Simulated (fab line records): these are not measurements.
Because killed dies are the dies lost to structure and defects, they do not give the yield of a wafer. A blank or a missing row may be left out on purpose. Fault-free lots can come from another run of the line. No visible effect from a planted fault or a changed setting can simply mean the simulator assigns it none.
Matching of chambers || flow n5 finfet || N5_MOL_CONTACT_COAG_ETCH_105 on rie diel-06: 4 sister chambers
The step etches SiARC in CF4, target depth 15.6 nm, time 26 s. 8 wafers are shown with their chamber, then 11 later ones without.

## WAFERS WITH THEIR CHAMBER
{"wafer": "L081.3", "chamber": 2, "showerhead plenum p Torr (Torr)": 2.16, "drypump motor current A (A)": 5.5}
{"wafer": "L084.1", "chamber": 3, "showerhead plenum p Torr (Torr)": 2.24, "drypump motor current A (A)": 5.1}
{"wafer": "L084.3", "chamber": 0, "showerhead plenum p Torr (Torr)": 2.09, "drypump motor current A (A)": 5.9}
{"wafer": "L084.5", "chamber": 1, "showerhead plenum p Torr (Torr)": 2.19, "drypump motor current A (A)": 5.6}
{"wafer": "L092.2", "chamber": 1, "showerhead plenum p Torr (Torr)": 2.19, "drypump motor current A (A)": 5.7}
{"wafer": "L092.4", "chamber": 2, "showerhead plenum p Torr (Torr)": 2.16, "drypump motor current A (A)": 5.5}
{"wafer": "L092.5", "chamber": 0, "showerhead plenum p Torr (Torr)": 2.08, "drypump motor current A (A)": 5.9}
{"wafer": "L076.2", "chamber": 3, "showerhead plenum p Torr (Torr)": 2.23, "drypump motor current A (A)": 5.1}

## WAFERS WITH NO CHAMBER GIVEN
{"wafer": "L076.3", "showerhead plenum p Torr (Torr)": 2.08, "drypump motor current A (A)": 5.9}
{"wafer": "L076.5", "showerhead plenum p Torr (Torr)": 2.23, "drypump motor current A (A)": 5.1}
{"wafer": "L095.1", "showerhead plenum p Torr (Torr)": 2.18, "drypump motor current A (A)": 5.6}
{"wafer": "L095.3", "showerhead plenum p Torr (Torr)": 2.16, "drypump motor current A (A)": 5.5}
{"wafer": "L095.6", "showerhead plenum p Torr (Torr)": 2.18, "drypump motor current A (A)": 5.7}
{"wafer": "L097.1", "showerhead plenum p Torr (Torr)": 2.15, "drypump motor current A (A)": 5.5}
{"wafer": "L097.3", "showerhead plenum p Torr (Torr)": 2.18, "drypump motor current A (A)": 5.6}
{"wafer": "L097.6", "showerhead plenum p Torr (Torr)": 2.15, "drypump motor current A (A)": 5.5}
{"wafer": "L096.1", "showerhead plenum p Torr (Torr)": 2.08, "drypump motor current A (A)": 5.9}
{"wafer": "L096.3", "showerhead plenum p Torr (Torr)": 2.23, "drypump motor current A (A)": 5.1}
{"wafer": "L096.4", "showerhead plenum p Torr (Torr)": 2.18, "drypump motor current A (A)": 5.6}

## EACH ONE'S CHAMBER
{"wafer": "L076.3", "from the rows above": 0, "in truth": 0}
{"wafer": "L076.5", "from the rows above": 3, "in truth": 3}
{"wafer": "L095.1", "from the rows above": 1, "in truth": 1}
{"wafer": "L095.3", "from the rows above": 2, "in truth": 2}
{"wafer": "L095.6", "from the rows above": 1, "in truth": 1}
{"wafer": "L097.1", "from the rows above": 2, "in truth": 2}
{"wafer": "L097.3", "from the rows above": 1, "in truth": 1}
{"wafer": "L097.6", "from the rows above": 2, "in truth": 2}
{"wafer": "L096.1", "from the rows above": 0, "in truth": 0}
{"wafer": "L096.3", "from the rows above": 3, "in truth": 3}
{"wafer": "L096.4", "from the rows above": 1, "in truth": 1}
Correctly placed: 11 of 11. Not placeable from these rows: 0. 0 placed wrongly.
How it was worked out, from the rows above alone: a wafer's distance from a chamber is the root of the sum, over the readings, of the square of ((its reading less the chamber's mean) divided by the reading's scatter). If the next closest chamber is less than 2 further off than the closest, the wafer can't be placed; otherwise it belongs to the closest. For every chamber, the mean is computed from those of its wafers that are shown. The scatter is the square root of a quotient: the sum, over the shown wafers, of each reading's squared deviation from its chamber's mean, divided by wafers minus chambers.
